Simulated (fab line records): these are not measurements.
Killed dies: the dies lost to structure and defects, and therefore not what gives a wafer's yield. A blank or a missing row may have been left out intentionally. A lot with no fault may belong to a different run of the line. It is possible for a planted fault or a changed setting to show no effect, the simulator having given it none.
Chamber matching :: flow n5 finfet :: N5_BEOL_M5_ETCH_67 on rie diel-03: 4 sister chambers
The step etches SiARC in CF4, target depth 15.6 nm, time 26 s. 16 wafers are shown with their chamber, then 8 later ones without.

## WAFERS, EACH WITH ITS CHAMBER
wafer: L075.1
chamber: 0
throttle valve pct (%): 14.95
showerhead plenum p Torr (Torr): 2.08
oes product au (a.u.): 0.85

wafer: L075.2
chamber: 1
throttle valve pct (%): 16.00
showerhead plenum p Torr (Torr): 2.06
oes product au (a.u.): 0.65

wafer: L075.5
chamber: 1
throttle valve pct (%): 16.00
showerhead plenum p Torr (Torr): 2.06
oes product au (a.u.): 0.65

wafer: L078.2
chamber: 0
throttle valve pct (%): 14.96
showerhead plenum p Torr (Torr): 2.08
oes product au (a.u.): 0.82

wafer: L078.3
chamber: 1
throttle valve pct (%): 16.00
showerhead plenum p Torr (Torr): 2.06
oes product au (a.u.): 0.64

wafer: L078.4
chamber: 3
throttle valve pct (%): 15.88
showerhead plenum p Torr (Torr): 2.21
oes product au (a.u.): 0.56

wafer: L081.3
chamber: 0
throttle valve pct (%): 14.96
showerhead plenum p Torr (Torr): 2.08
oes product au (a.u.): 0.80

wafer: L081.4
chamber: 2
throttle valve pct (%): 15.38
showerhead plenum p Torr (Torr): 2.18
oes product au (a.u.): 0.76

wafer: L081.6
chamber: 0
throttle valve pct (%): 14.98
showerhead plenum p Torr (Torr): 2.08
oes product au (a.u.): 0.80

wafer: L083.2
chamber: 0
throttle valve pct (%): 14.98
showerhead plenum p Torr (Torr): 2.08
oes product au (a.u.): 0.78

wafer: L083.5
chamber: 2
throttle valve pct (%): 15.38
showerhead plenum p Torr (Torr): 2.18
oes product au (a.u.): 0.76

wafer: L083.6
chamber: 1
throttle valve pct (%): 16.01
showerhead plenum p Torr (Torr): 2.06
oes product au (a.u.): 0.62

wafer: L085.1
chamber: 2
throttle valve pct (%): 15.40
showerhead plenum p Torr (Torr): 2.18
oes product au (a.u.): 0.75

wafer: L085.4
chamber: 0
throttle valve pct (%): 15.00
showerhead plenum p Torr (Torr): 2.07
oes product au (a.u.): 0.78

wafer: L085.5
chamber: 3
throttle valve pct (%): 15.91
showerhead plenum p Torr (Torr): 2.20
oes product au (a.u.): 0.56

wafer: L088.2
chamber: 3
throttle valve pct (%): 15.92
showerhead plenum p Torr (Torr): 2.20
oes product au (a.u.): 0.57

SIGNATURES (averages over the wafers above)
reading: throttle valve pct
chamber 0: 14.9717
chamber 1: 16.0025
chamber 2: 15.3867
chamber 3: 15.9033
scatter within a chamber: 0.0155

reading: showerhead plenum p Torr
chamber 0: 2.0783
chamber 1: 2.0600
chamber 2: 2.1800
chamber 3: 2.2033
scatter within a chamber: 0.00354

reading: oes product au
chamber 0: 0.8050
chamber 1: 0.6400
chamber 2: 0.7567
chamber 3: 0.5633
scatter within a chamber: 0.0189
Rule: a wafer's distance from a chamber is the root of the sum, over the readings, of the square of ((its reading less the chamber's mean) divided by the reading's scatter). The wafer belongs to the nearest chamber; if the next one is less than 2 further off, it can't be placed. The scatter: the root of (the sum of the squares of (reading less its chamber's mean) over the shown wafers, divided by (wafers less chambers)).

## WAFERS WITH NO CHAMBER GIVEN
wafer: L088.5
throttle valve pct (%): 15.38
showerhead plenum p Torr (Torr): 2.18
oes product au (a.u.): 0.75

wafer: L088.6
throttle valve pct (%): 16.06
showerhead plenum p Torr (Torr): 2.06
oes product au (a.u.): 0.63

wafer: L092.2
throttle valve pct (%): 15.41
showerhead plenum p Torr (Torr): 2.17
oes product au (a.u.): 0.73

wafer: L092.4
throttle valve pct (%): 15.91
showerhead plenum p Torr (Torr): 2.20
oes product au (a.u.): 0.55

wafer: L092.6
throttle valve pct (%): 15.42
showerhead plenum p Torr (Torr): 2.17
oes product au (a.u.): 0.73

wafer: L095.1
throttle valve pct (%): 15.42
showerhead plenum p Torr (Torr): 2.17
oes product au (a.u.): 0.72

wafer: L095.2
throttle valve pct (%): 15.44
showerhead plenum p Torr (Torr): 2.20
oes product au (a.u.): 0.81

wafer: L095.5
throttle valve pct (%): 15.43
showerhead plenum p Torr (Torr): 2.20
oes product au (a.u.): 0.81

## WHICH CHAMBER EACH WENT THROUGH
wafer: L088.5
from the rows above: 2
in truth: 2

wafer: L088.6
from the rows above: 1
in truth: 1

wafer: L092.2
from the rows above: 2
in truth: 2

wafer: L092.4
from the rows above: 3
in truth: 3

wafer: L092.6
from the rows above: 2
in truth: 2

wafer: L095.1
from the rows above: 2
in truth: 2

wafer: L095.2
from the rows above: 2
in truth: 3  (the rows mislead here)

wafer: L095.5
from the rows above: 2
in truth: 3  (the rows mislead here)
6 of 8 placed correctly. From these rows, 0 cannot be placed. Wrongly placed: 2.
